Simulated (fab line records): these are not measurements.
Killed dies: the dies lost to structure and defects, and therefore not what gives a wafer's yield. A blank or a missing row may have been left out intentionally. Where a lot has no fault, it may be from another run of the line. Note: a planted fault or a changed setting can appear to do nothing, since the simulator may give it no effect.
Which tool was responsible? / flow n5-finfet / 11 lots, 33 wafers sampled, at 4 steps of a route of 1938

WHAT EACH GAUGE READ, for each wafer
No reading from a measuring or inspecting step in the record can be judged against a usual standard deviation.

EACH LOT AND THE TOOL THAT RAN IT (in order: tool; ch and the chambers of the sampled wafers; start)
lot=L111; N5_BEOL_M12_DESCUM_15=rie-diel-04 ch 0,2,3, day 10 23:38; N5_BEOL_M12_ETCH_59=rie-diel-04 ch 0,2,3, day 10 23:40; N5_BEOL_M12_STRIP_63=plasma-asher-02 ch 0,1, day 10 23:55; N5_BEOL_M12_COAT_65=litho-track-01 ch 0, day 11 00:10
lot=L112; N5_BEOL_M12_DESCUM_15=rie-diel-01 ch 1,3, day 11 07:31; N5_BEOL_M12_ETCH_59=rie-diel-01 ch 1,3, day 11 07:32; N5_BEOL_M12_STRIP_63=plasma-asher-02 ch 0, day 11 07:47; N5_BEOL_M12_COAT_65=litho-track-01 ch 0, day 11 08:02
lot=L110; N5_BEOL_M12_DESCUM_15=rie-diel-04 ch 0,1,3, day 11 08:30; N5_BEOL_M12_ETCH_59=rie-diel-04 ch 0,1,3, day 11 08:32; N5_BEOL_M12_STRIP_63=plasma-asher-01 ch 0, day 11 08:47; N5_BEOL_M12_COAT_65=litho-track-01 ch 0, day 11 09:02
lot=L113; N5_BEOL_M12_DESCUM_15=rie-diel-01 ch 2,3, day 11 14:29; N5_BEOL_M12_ETCH_59=rie-diel-01 ch 2,3, day 11 14:31; N5_BEOL_M12_STRIP_63=plasma-asher-02 ch 0,1, day 11 14:48; N5_BEOL_M12_COAT_65=litho-track-01 ch 0, day 11 15:01
lot=L117; N5_BEOL_M12_DESCUM_15=rie-diel-02 ch 0,1,3, day 12 23:07; N5_BEOL_M12_ETCH_59=rie-diel-02 ch 0,1,3, day 12 23:09; N5_BEOL_M12_STRIP_63=plasma-asher-02 ch 0,1, day 12 23:24; N5_BEOL_M12_COAT_65=litho-track-02 ch 0, day 12 23:38
lot=L119; N5_BEOL_M12_DESCUM_15=rie-diel-02 ch 0,2,3, day 13 09:43; N5_BEOL_M12_ETCH_59=rie-diel-02 ch 0,2,3, day 13 09:45; N5_BEOL_M12_STRIP_63=plasma-asher-02 ch 0,1, day 13 10:01; N5_BEOL_M12_COAT_65=litho-track-03 ch 0, day 13 10:15
lot=L122; N5_BEOL_M12_DESCUM_15=rie-diel-02 ch 0,2, day 14 07:26; N5_BEOL_M12_ETCH_59=rie-diel-02 ch 0,2, day 14 07:28; N5_BEOL_M12_STRIP_63=plasma-asher-01 ch 0,1, day 14 07:45; N5_BEOL_M12_COAT_65=litho-track-03 ch 0, day 14 07:59
lot=L124; N5_BEOL_M12_DESCUM_15=rie-diel-01 ch 0,1, day 14 10:43; N5_BEOL_M12_ETCH_59=rie-diel-01 ch 0,1, day 14 10:45; N5_BEOL_M12_STRIP_63=plasma-asher-01 ch 0,1, day 14 11:01; N5_BEOL_M12_COAT_65=litho-track-02 ch 0, day 14 11:14
lot=L127; N5_BEOL_M12_DESCUM_15=rie-diel-04 ch 0,1,3, day 15 02:08; N5_BEOL_M12_ETCH_59=rie-diel-04 ch 0,1,3, day 15 02:11; N5_BEOL_M12_STRIP_63=plasma-asher-01 ch 0,1, day 15 02:26; N5_BEOL_M12_COAT_65=litho-track-03 ch 0, day 15 02:40
lot=L128; N5_BEOL_M12_DESCUM_15=rie-diel-04 ch 1,2,3, day 15 08:37; N5_BEOL_M12_ETCH_59=rie-diel-04 ch 1,2,3, day 15 08:40; N5_BEOL_M12_STRIP_63=plasma-asher-01 ch 0,1, day 15 08:55; N5_BEOL_M12_COAT_65=litho-track-02 ch 0, day 15 09:09
lot=L129; N5_BEOL_M12_DESCUM_15=rie-diel-04 ch 0,2,3, day 16 06:26; N5_BEOL_M12_ETCH_59=rie-diel-04 ch 0,2,3, day 16 06:28; N5_BEOL_M12_STRIP_63=plasma-asher-01 ch 1, day 16 06:43; N5_BEOL_M12_COAT_65=litho-track-02 ch 0, day 16 06:58
- N5_BEOL_M12_DESCUM_15: chemistry O2, time 7.9 s.
- N5_BEOL_M12_ETCH_59: etches BARC in N2/H2, target depth 89 nm, overetch 26.7 nm, time 67.9 s.
- N5_BEOL_M12_STRIP_63: strips in N2/H2.
- N5_BEOL_M12_COAT_65: time 60 s, resist thk 300 nm.

WHAT THE TOOLS THEMSELVES READ (means of the sampled wafers that have a number; where no wafer has one, the mark that the record gives instead)
N5_BEOL_M12_DESCUM_15. Usual: drypump-motor-current-A 5.8 A, standard deviation 0.55; oes-product-au 0.77 a.u., standard deviation 0.075; rf-vpp-V 243.0 V, standard deviation 1.3; showerhead-plenum-p-Torr 2.08 Torr, standard deviation 0.064; throttle-valve-pct 20.52 %, standard deviation 0.24.
lot=L111; tool=rie-diel-04; drypump-motor-current-A (A)=6.1; oes-product-au (a.u.)=0.76; rf-vpp-V (V)=241.5; showerhead-plenum-p-Torr (Torr)=2.00; throttle-valve-pct (%)=20.53; flag=
lot=L112; tool=rie-diel-01; drypump-motor-current-A (A)=5.9; oes-product-au (a.u.)=0.80; rf-vpp-V (V)=243.5; showerhead-plenum-p-Torr (Torr)=2.12; throttle-valve-pct (%)=20.12; flag=
lot=L110; tool=rie-diel-04; drypump-motor-current-A (A)=6.0; oes-product-au (a.u.)=0.71; rf-vpp-V (V)=241.7; showerhead-plenum-p-Torr (Torr)=2.02; throttle-valve-pct (%)=20.82; flag=
lot=L113; tool=rie-diel-01; drypump-motor-current-A (A)=5.5; oes-product-au (a.u.)=0.78; rf-vpp-V (V)=241.9; showerhead-plenum-p-Torr (Torr)=2.06; throttle-valve-pct (%)=20.32; flag=
lot=L117; tool=rie-diel-02; drypump-motor-current-A (A)=5.7; oes-product-au (a.u.)=0.76; rf-vpp-V (V)=243.2; showerhead-plenum-p-Torr (Torr)=2.09; throttle-valve-pct (%)=20.66; flag=
lot=L119; tool=rie-diel-02; drypump-motor-current-A (A)=5.5; oes-product-au (a.u.)=0.76; rf-vpp-V (V)=243.5; showerhead-plenum-p-Torr (Torr)=2.12; throttle-valve-pct (%)=20.60; flag=
lot=L122; tool=rie-diel-02; drypump-motor-current-A (A)=5.7; oes-product-au (a.u.)=0.77; rf-vpp-V (V)=243.5; showerhead-plenum-p-Torr (Torr)=2.15; throttle-valve-pct (%)=20.51; flag=
lot=L124; tool=rie-diel-01; drypump-motor-current-A (A)=5.4; oes-product-au (a.u.)=0.80; rf-vpp-V (V)=243.4; showerhead-plenum-p-Torr (Torr)=2.12; throttle-valve-pct (%)=20.47; flag=
lot=L127; tool=rie-diel-04; drypump-motor-current-A (A)=6.0; oes-product-au (a.u.)=0.88; rf-vpp-V (V)=243.6; showerhead-plenum-p-Torr (Torr)=2.10; throttle-valve-pct (%)=20.64; flag=
lot=L128; tool=rie-diel-04; drypump-motor-current-A (A)=5.8; oes-product-au (a.u.)=0.82; rf-vpp-V (V)=243.0; showerhead-plenum-p-Torr (Torr)=2.02; throttle-valve-pct (%)=20.52; flag=
lot=L129; tool=rie-diel-04; drypump-motor-current-A (A)=6.1; oes-product-au (a.u.)=0.82; rf-vpp-V (V)=243.2; showerhead-plenum-p-Torr (Torr)=2.08; throttle-valve-pct (%)=20.49; flag=

N5_BEOL_M12_ETCH_59. Usual: bias-w 150.0 W, standard deviation 0.46; drypump-motor-current-A 5.8 A, standard deviation 0.55; oes-product-au 0.66 a.u., standard deviation 0.061; rf-vpp-V 523.5 V, standard deviation 2.3; showerhead-plenum-p-Torr 2.53 Torr, standard deviation 0.074; throttle-valve-pct 17.94 %, standard deviation 0.28.
lot=L111; tool=rie-diel-04; bias-w (W)=150.2; drypump-motor-current-A (A)=6.1; oes-product-au (a.u.)=0.65; rf-vpp-V (V)=521.3; showerhead-plenum-p-Torr (Torr)=2.43; throttle-valve-pct (%)=17.98; flag=
lot=L112; tool=rie-diel-01; bias-w (W)=150.3; drypump-motor-current-A (A)=6.0; oes-product-au (a.u.)=0.67; rf-vpp-V (V)=525.1; showerhead-plenum-p-Torr (Torr)=2.58; throttle-valve-pct (%)=17.60; flag=
lot=L110; tool=rie-diel-04; bias-w (W)=149.9; drypump-motor-current-A (A)=6.0; oes-product-au (a.u.)=0.61; rf-vpp-V (V)=521.2; showerhead-plenum-p-Torr (Torr)=2.44; throttle-valve-pct (%)=18.25; flag=
lot=L113; tool=rie-diel-01; bias-w (W)=150.0; drypump-motor-current-A (A)=5.5; oes-product-au (a.u.)=0.67; rf-vpp-V (V)=523.2; showerhead-plenum-p-Torr (Torr)=2.50; throttle-valve-pct (%)=17.76; flag=
lot=L117; tool=rie-diel-02; bias-w (W)=150.2; drypump-motor-current-A (A)=5.7; oes-product-au (a.u.)=0.65; rf-vpp-V (V)=523.5; showerhead-plenum-p-Torr (Torr)=2.55; throttle-valve-pct (%)=18.21; flag=
lot=L119; tool=rie-diel-02; bias-w (W)=149.8; drypump-motor-current-A (A)=5.5; oes-product-au (a.u.)=0.65; rf-vpp-V (V)=525.6; showerhead-plenum-p-Torr (Torr)=2.58; throttle-valve-pct (%)=18.07; flag=
lot=L122; tool=rie-diel-02; bias-w (W)=150.0; drypump-motor-current-A (A)=5.7; oes-product-au (a.u.)=0.66; rf-vpp-V (V)=525.4; showerhead-plenum-p-Torr (Torr)=2.61; throttle-valve-pct (%)=17.90; flag=
lot=L124; tool=rie-diel-01; bias-w (W)=149.8; drypump-motor-current-A (A)=5.4; oes-product-au (a.u.)=0.68; rf-vpp-V (V)=523.9; showerhead-plenum-p-Torr (Torr)=2.55; throttle-valve-pct (%)=17.68; flag=
lot=L127; tool=rie-diel-04; bias-w (W)=149.7; drypump-motor-current-A (A)=6.0; oes-product-au (a.u.)=0.74; rf-vpp-V (V)=524.8; showerhead-plenum-p-Torr (Torr)=2.54; throttle-valve-pct (%)=18.02; flag=
lot=L128; tool=rie-diel-04; bias-w (W)=149.8; drypump-motor-current-A (A)=5.8; oes-product-au (a.u.)=0.69; rf-vpp-V (V)=521.1; showerhead-plenum-p-Torr (Torr)=2.45; throttle-valve-pct (%)=17.98; flag=
lot=L129; tool=rie-diel-04; bias-w (W)=150.1; drypump-motor-current-A (A)=6.1; oes-product-au (a.u.)=0.69; rf-vpp-V (V)=523.9; showerhead-plenum-p-Torr (Torr)=2.52; throttle-valve-pct (%)=17.93; flag=

N5_BEOL_M12_STRIP_63. Usual: drypump-motor-current-A 5.8 A, standard deviation 0.54; heater-power-w 357 W, standard deviation 43; oes-product-au 0.693 a.u., standard deviation 0.0046; strip-time-to-endpoint-s 42.3 s, standard deviation 0.74.
lot=L111; tool=plasma-asher-02; drypump-motor-current-A (A)=5.1; heater-power-w (W)=333; oes-product-au (a.u.)=0.692; strip-time-to-endpoint-s (s)=42.7; flag=
lot=L112; tool=plasma-asher-02; drypump-motor-current-A (A)=4.8; heater-power-w (W)=322; oes-product-au (a.u.)=0.693; strip-time-to-endpoint-s (s)=42.5; flag=
lot=L110; tool=plasma-asher-01; drypump-motor-current-A (A)=6.2; heater-power-w (W)=422; oes-product-au (a.u.)=0.688; strip-time-to-endpoint-s (s)=42.3; flag=
lot=L113; tool=plasma-asher-02; drypump-motor-current-A (A)=5.1; heater-power-w (W)=335; oes-product-au (a.u.)=0.689; strip-time-to-endpoint-s (s)=42.4; flag=
lot=L117; tool=plasma-asher-02; drypump-motor-current-A (A)=5.1; heater-power-w (W)=330; oes-product-au (a.u.)=0.691; strip-time-to-endpoint-s (s)=43.9; flag=
lot=L119; tool=plasma-asher-02; drypump-motor-current-A (A)=5.1; heater-power-w (W)=328; oes-product-au (a.u.)=0.693; strip-time-to-endpoint-s (s)=41.9; flag=
lot=L122; tool=plasma-asher-01; drypump-motor-current-A (A)=6.2; heater-power-w (W)=387; oes-product-au (a.u.)=0.690; strip-time-to-endpoint-s (s)=41.6; flag=
lot=L124; tool=plasma-asher-01; drypump-motor-current-A (A)=6.1; heater-power-w (W)=359; oes-product-au (a.u.)=0.694; strip-time-to-endpoint-s (s)=41.8; flag=
lot=L127; tool=plasma-asher-01; drypump-motor-current-A (A)=6.1; heater-power-w (W)=355; oes-product-au (a.u.)=0.691; strip-time-to-endpoint-s (s)=42.8; flag=
lot=L128; tool=plasma-asher-01; drypump-motor-current-A (A)=6.1; heater-power-w (W)=360; oes-product-au (a.u.)=0.693; strip-time-to-endpoint-s (s)=42.7; flag=
lot=L129; tool=plasma-asher-01; drypump-motor-current-A (A)=6.0; heater-power-w (W)=326; oes-product-au (a.u.)=0.695; strip-time-to-endpoint-s (s)=41.8; flag=

N5_BEOL_M12_COAT_65. Usual: spin-speed-rpm reads 1499.9 rpm (standard deviation 0.93).
lot=L111; tool=litho-track-01; spin-speed-rpm (rpm)=1499.1; flag=
lot=L112; tool=litho-track-01; spin-speed-rpm (rpm)=1500.2; flag=
lot=L110; tool=litho-track-01; spin-speed-rpm (rpm)=1269.4; flag=OFF
lot=L113; tool=litho-track-01; spin-speed-rpm (rpm)=1268.5; flag=OFF
lot=L117; tool=litho-track-02; spin-speed-rpm (rpm)=1499.5; flag=
lot=L119; tool=litho-track-03; spin-speed-rpm (rpm)=1499.1; flag=
lot=L122; tool=litho-track-03; spin-speed-rpm (rpm)=1499.2; flag=
lot=L124; tool=litho-track-02; spin-speed-rpm (rpm)=1498.9; flag=
lot=L127; tool=litho-track-03; spin-speed-rpm (rpm)=1499.9; flag=
lot=L128; tool=litho-track-02; spin-speed-rpm (rpm)=1500.3; flag=
lot=L129; tool=litho-track-02; spin-speed-rpm (rpm)=1499.3; flag=

THE ANSWER, worked out from the rows above alone
Rule: a lot is off if the mean of its wafers that have a number lies more than 3 standard deviations from the usual mean. A lot without any number at a reading at which 4 lots or more have one is off too. All remaining lots with rows at the step are treated as sound. After the gauges, taken in route order, come the tools' own readings; for these a lot's mean is taken, as printed above. At the first step where some lot is off, the reading lying furthest off is the one used; lots without a number count as furthest.
Off: L110, L113, at N5_BEOL_M12_COAT_65 (spin-speed-rpm).
If a tool, at that step or one of the process steps before it, ran each lot that is off and ran no sound lot following the first of them, it fits. One fits: litho-track-01 at N5_BEOL_M12_COAT_65. Its last sound lot is L112 (day 11 08:02), its first lot that is off L110 (day 11 09:02): a fault that began between those two fits.
On the lots that are off, the tool's own readings at N5_BEOL_M12_COAT_65 differ by more than 5 times the standard deviation of the sound lots' means, which bears it out; spin-speed-rpm reads 1269.0 rpm there versus 1499.5 rpm on the sound lots.

WHAT THE SIMULATOR PUT IN
Process parameters drifting: litho-track-01 at N5_BEOL_M12_COAT_65, beginning at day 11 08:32. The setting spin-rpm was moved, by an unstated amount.
Lots struck among those shown: L110, L113. The rule above found the same.
